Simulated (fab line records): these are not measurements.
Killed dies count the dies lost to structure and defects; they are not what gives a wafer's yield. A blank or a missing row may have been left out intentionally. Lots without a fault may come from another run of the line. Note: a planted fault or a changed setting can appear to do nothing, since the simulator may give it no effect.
Matching of chambers :: flow n5Finfet :: cmp-03 running N5_DUMMY_GATE_CMP_04: 4 sister chambers
The step polishes a-Si. 4 wafers are shown with their chamber, then 10 later ones without.

== WAFERS WITH THEIR CHAMBER ==
wafer: L078.3
chamber: 1
motorCurrentA (A): 8.6

wafer: L080.1
chamber: 2
motorCurrentA (A): 12.7

wafer: L086.6
chamber: 0
motorCurrentA (A): 10.6

wafer: L087.5
chamber: 3
motorCurrentA (A): 10.7

== WAFERS WITH NO CHAMBER GIVEN ==
wafer: L087.6
motorCurrentA (A): 11.8

wafer: L090.3
motorCurrentA (A): 11.8

wafer: L090.4
motorCurrentA (A): 11.1

wafer: L090.6
motorCurrentA (A): 12.0

wafer: L094.2
motorCurrentA (A): 8.1

wafer: L094.3
motorCurrentA (A): 10.6

wafer: L094.6
motorCurrentA (A): 12.2

wafer: L096.4
motorCurrentA (A): 10.8

wafer: L096.5
motorCurrentA (A): 8.2

wafer: L096.6
motorCurrentA (A): 10.6

== WHICH CHAMBER EACH ONE RAN IN ==
wafer: L087.6
from the rows above: can't be placed: 2 or 3 or 0
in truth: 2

wafer: L090.3
from the rows above: can't be placed: 2 or 3 or 0
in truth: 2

wafer: L090.4
from the rows above: can't be placed: 3 or 0
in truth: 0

wafer: L090.6
from the rows above: can't be placed: 2 or 3 or 0
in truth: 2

wafer: L094.2
from the rows above: 1
in truth: 1

wafer: L094.3
from the rows above: can't be placed: 0 or 3
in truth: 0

wafer: L094.6
from the rows above: can't be placed: 2 or 3
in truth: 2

wafer: L096.4
from the rows above: can't be placed: 3 or 0
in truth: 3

wafer: L096.5
from the rows above: 1
in truth: 1

wafer: L096.6
from the rows above: can't be placed: 0 or 3
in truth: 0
Correct placement for 2 of the 10. Cannot be placed on the basis of these rows: 8; the candidates contain the true chamber in 8. 0 placed wrongly.
How it was worked out, from the rows above alone: a wafer's distance from a chamber is the root of the sum, over the readings, of the square of ((its reading less the chamber's mean) divided by the reading's scatter). If the next closest chamber is less than 2 further off than the closest, the wafer can't be placed; otherwise it belongs to the closest. For every chamber, the mean is computed from those of its wafers that are shown. The scatter: with one shown wafer a chamber, the root of the mean of the squares of how far each hidden wafer lies from its nearest shown one.
